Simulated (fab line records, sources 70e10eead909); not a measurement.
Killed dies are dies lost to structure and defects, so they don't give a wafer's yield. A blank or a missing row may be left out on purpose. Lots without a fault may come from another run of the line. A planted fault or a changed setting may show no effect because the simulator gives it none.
Which tool did it? | flow nand_harc | 14 lots, 42 wafers sampled, at 4 steps of a route of 1159

WHAT THE GAUGES READ, wafer by wafer
The record holds no reading of a measuring or inspecting step that can be judged against a usual standard deviation.

WHICH TOOL RAN EACH LOT (tool, then ch and the chambers of the sampled wafers, then the start)
lot  | NHARC_A_CHANNEL_HOLE_D1_XSEM_31 | NHARC_A_CHANNEL_FILL_D1_ETCHBACK_19 | NHARC_A_CHANNEL_FILL_D1_ALD_25   | NHARC_A_CHANNEL_FILL_D1_STRIP_29
L336 | xsem-01 ch 0, day 8 11:04       | rie_si-01 ch 1,2,3, day 9 09:56     | ald_hk-03 ch 0,2,3, day 9 21:52  | rie_diel-10 ch 0,1,3, no start
L338 | xsem-02 ch 0, day 9 00:46       | rie_si-02 ch 0,1,2, day 10 06:09    | ald_hk-02 ch 0,1, day 10 17:55   | rie_diel-04 ch 0,3, no start
L341 | xsem-02 ch 0, day 9 14:01       | rie_si-02 ch 0,1,3, day 10 18:14    | ald_hk-03 ch 2,3, day 11 06:50   | rie_diel-04 ch 0,2,3, no start
L340 | xsem-01 ch 0, day 9 14:34       | rie_si-01 ch 1,3, day 10 18:14      | ald_hk-02 ch 1,2,3, day 11 06:50 | rie_diel-07 ch 0,2, no start
L342 | xsem-02 ch 0, day 10 07:17      | rie_si-04 ch 1,2,3, day 11 09:45    | ald_hk-03 ch 1,2, day 11 21:43   | rie_diel-04 ch 1,2, no start
L345 | xsem-02 ch 0, day 10 19:01      | rie_si-04 ch 1,2,3, day 11 21:35    | ald_hk-03 ch 2,3, day 12 09:34   | rie_diel-04 ch 0,1, no start
L348 | xsem-02 ch 0, day 11 23:50      | rie_si-01 ch 0,1,2, day 13 00:09    | ald_hk-03 ch 0,1,3, day 13 12:20 | rie_diel-07 ch 0,1,2, day 13 18:08
L350 | xsem-02 ch 0, day 12 04:01      | rie_si-04 ch 0,1,3, day 13 04:14    | ald_hk-04 ch 0,1,2, day 13 16:29 | rie_diel-04 ch 0,3, no start
L351 | xsem-01 ch 0, day 12 04:23      | rie_si-01 ch 0,1,2, day 13 04:13    | ald_hk-02 ch 1,2, day 13 16:29   | rie_diel-07 ch 1,3, no start
L354 | xsem-02 ch 0, day 12 13:05      | rie_si-02 ch 0,1,2, day 13 14:51    | ald_hk-02 ch 0,2,3, day 14 03:24 | rie_diel-07 ch 0,1,2, no start
L352 | xsem-01 ch 0, day 12 14:43      | rie_si-04 ch 1,2,3, day 13 14:51    | ald_hk-04 ch 0,3, day 14 02:48   | rie_diel-04 ch 0,1,2, no start
L355 | xsem-01 ch 0, day 13 04:14      | rie_si-02 ch 0,1, day 14 04:25      | ald_hk-02 ch 1,2, day 14 17:20   | rie_diel-04 ch 0,3, no start
L356 | xsem-02 ch 0, day 13 04:23      | rie_si-04 ch 0,3, day 14 04:26      | ald_hk-04 ch 2,3, day 14 18:04   | rie_diel-04 ch 1,2, no start
L359 | xsem-01 ch 0, day 14 03:37      | rie_si-01 ch 1,2,3, day 15 03:58    | ald_hk-03 ch 0,3, day 15 19:52   | rie_diel-07 ch 0,1,2, no start
- NHARC_A_CHANNEL_HOLE_D1_XSEM_31
- NHARC_A_CHANNEL_FILL_D1_ETCHBACK_19: etches the open film in HBr/Cl2, target depth 5 nm, time 1.7 s.
- NHARC_A_CHANNEL_FILL_D1_ALD_25: deposits SiOx, target thk 60 nm, pulse time 10 s, ald cycles 600.
- NHARC_A_CHANNEL_FILL_D1_STRIP_29: strips in O2, time 20 s.

WHAT THE TOOLS THEMSELVES READ (means of the sampled wafers that have a number; where no wafer has one, the mark that the record gives instead)
NHARC_A_CHANNEL_HOLE_D1_XSEM_31. Usual: bot_cd_nm 75.1 nm, standard deviation 2; bow_nm 8.55 nm, standard deviation 0.21; tilt_deg 0.08 degrees, standard deviation 0.046.
lot  | tool    | bot_cd_nm (nm) | bow_nm (nm) | tilt_deg (degrees) | flag
L336 | xsem-01 | 78.7           | 8.26        | 0.07               |
L338 | xsem-02 | 75.2           | 8.38        | 0.06               |
L341 | xsem-02 | 73.2           | 8.39        | 0.03               |
L340 | xsem-01 | 74.7           | 8.64        | 0.05               |
L342 | xsem-02 | 75.5           | 8.59        | 0.04               |
L345 | xsem-02 | 74.9           | 8.22        | 0.06               |
L348 | xsem-02 | 74.9           | 8.29        | 0.00               |
L350 | xsem-02 | 73.1           | 8.61        | 0.05               |
L351 | xsem-01 | 80.0           | 8.25        | 0.18               |
L354 | xsem-02 | 76.0           | 8.62        | 0.10               |
L352 | xsem-01 | 73.9           | 8.86        | 0.03               |
L355 | xsem-01 | 74.3           | 8.63        | 0.04               |
L356 | xsem-02 | 77.8           | 8.84        | 0.08               |
L359 | xsem-01 | 76.2           | 8.66        | 0.07               |

NHARC_A_CHANNEL_FILL_D1_ETCHBACK_19. Usual: drypump_motor_current_A 5.6 A, standard deviation 0.41; mfc_cl2_sccm 50.02 sccm, standard deviation 0.16; oes_product_au 1.002 a.u., standard deviation 0.011; throttle_valve_pct 26.405 %, standard deviation 0.0085.
lot  | tool      | drypump_motor_current_A (A) | mfc_cl2_sccm (sccm) | oes_product_au (a.u.) | throttle_valve_pct (%) | flag
L336 | rie_si-01 | 5.8                         | 50.21               | 1.004                 | 26.398                 |
L338 | rie_si-02 | 5.8                         | 50.00               | 0.997                 | 26.406                 |
L341 | rie_si-02 | 5.8                         | 49.97               | 0.998                 | 26.398                 |
L340 | rie_si-01 | 6.0                         | 50.08               | 0.998                 | 26.399                 |
L342 | rie_si-04 | 5.4                         | 49.97               | 1.002                 | 26.409                 |
L345 | rie_si-04 | 5.4                         | 50.05               | 1.007                 | 26.408                 |
L348 | rie_si-01 | 5.5                         | 50.13               | 1.004                 | 26.403                 |
L350 | rie_si-04 | 5.6                         | 50.06               | 0.997                 | 26.400                 |
L351 | rie_si-01 | 5.5                         | 49.90               | 1.004                 | 26.405                 |
L354 | rie_si-02 | 5.8                         | 49.87               | 0.993                 | 26.413                 |
L352 | rie_si-04 | 5.4                         | 50.12               | 1.009                 | 26.409                 |
L355 | rie_si-02 | 5.8                         | 49.90               | 0.985                 | 26.412                 |
L356 | rie_si-04 | 5.5                         | 50.10               | 0.999                 | 26.414                 |
L359 | rie_si-01 | 5.8                         | 50.16               | 0.997                 | 26.403                 |

NHARC_A_CHANNEL_FILL_D1_ALD_25. Usual: heater_power_outer_w 257 W, standard deviation 19; heater_power_w 451 W, standard deviation 36; precursor_pulse_height_rel 0.998, standard deviation 0.019.
lot  | tool      | heater_power_outer_w (W) | heater_power_w (W) | precursor_pulse_height_rel | flag
L336 | ald_hk-03 | 260                      | 442                | 1.003                      |
L338 | ald_hk-02 | 241                      | 422                | 1.002                      |
L341 | ald_hk-03 | -                        | -                  | -                          | OFF
L340 | ald_hk-02 | -                        | -                  | -                          | OFF
L342 | ald_hk-03 | 245                      | 441                | 0.994                      |
L345 | ald_hk-03 | 253                      | 440                | 1.009                      |
L348 | ald_hk-03 | 261                      | 469                | 0.996                      |
L350 | ald_hk-04 | 272                      | 478                | 1.011                      |
L351 | ald_hk-02 | 236                      | 420                | 1.001                      |
L354 | ald_hk-02 | 256                      | 456                | 0.996                      |
L352 | ald_hk-04 | 253                      | 467                | 0.999                      |
L355 | ald_hk-02 | 239                      | 424                | 1.013                      |
L356 | ald_hk-04 | 268                      | 477                | 0.995                      |
L359 | ald_hk-03 | 271                      | 468                | 1.003                      |

NHARC_A_CHANNEL_FILL_D1_STRIP_29. Usual: drypump_motor_current_A 5.6 A, standard deviation 0.3; oes_product_au 0.999 a.u., standard deviation 0.014; rf_vpp_V 58.0 V, standard deviation 0.79; showerhead_plenum_p_Torr 3.59 Torr, standard deviation 0.13; throttle_valve_pct 17.037 %, standard deviation 0.0094.
lot  | tool        | drypump_motor_current_A (A) | oes_product_au (a.u.) | rf_vpp_V (V) | showerhead_plenum_p_Torr (Torr) | throttle_valve_pct (%) | flag
L336 | rie_diel-10 | 5.4                         | 1.021                 | 57.3         | 3.42                            | 17.043                 |
L338 | rie_diel-04 | 5.5                         | 1.008                 | 57.7         | 3.61                            | 17.034                 |
L341 | rie_diel-04 | 5.4                         | 0.994                 | 58.2         | 3.67                            | 17.036                 |
L340 | rie_diel-07 | 6.0                         | 1.011                 | 58.4         | 3.69                            | 17.037                 |
L342 | rie_diel-04 | 5.8                         | 0.995                 | 57.9         | 3.54                            | 17.033                 |
L345 | rie_diel-04 | 5.9                         | 0.982                 | 57.8         | 3.55                            | 17.037                 |
L348 | rie_diel-07 | 5.8                         | 1.002                 | 57.8         | 3.62                            | 17.035                 |
L350 | rie_diel-04 | 5.5                         | 0.983                 | 58.2         | 3.61                            | 17.037                 |
L351 | rie_diel-07 | 5.4                         | 0.997                 | 58.2         | 3.46                            | 17.034                 |
L354 | rie_diel-07 | 5.8                         | 0.998                 | 58.4         | 3.62                            | 17.037                 |
L352 | rie_diel-04 | 5.7                         | 1.005                 | 58.1         | 3.61                            | 17.035                 |
L355 | rie_diel-04 | 5.6                         | 0.979                 | 57.8         | 3.62                            | 17.039                 |
L356 | rie_diel-04 | 5.5                         | 1.013                 | 57.6         | 3.66                            | 17.034                 |
L359 | rie_diel-07 | 5.8                         | 1.006                 | 57.8         | 3.62                            | 17.037                 |

THE ANSWER, worked out from the rows above alone
Rule: a lot is off if the mean of its wafers that have a number lies more than 3 standard deviations from the usual mean. A lot without any number at a reading at which 4 lots or more have one is off too. The other lots that the step has rows for count as sound. The gauges are gone through in route order, then the tools' own readings, and for those a lot's mean is taken as printed above. The first step at which some lot is off is used, and at that step the reading that is off furthest; a lot without a number counts as furthest.
Off: L341, L340, at NHARC_A_CHANNEL_FILL_D1_ALD_25 (heater_power_outer_w). Without a number there: L341, L340.
A tool fits if, at that step or a process step before it, it ran every lot that is off, and no sound lot after the first of them. None of those tried fits.

WHAT THE SIMULATOR HAD PUT IN
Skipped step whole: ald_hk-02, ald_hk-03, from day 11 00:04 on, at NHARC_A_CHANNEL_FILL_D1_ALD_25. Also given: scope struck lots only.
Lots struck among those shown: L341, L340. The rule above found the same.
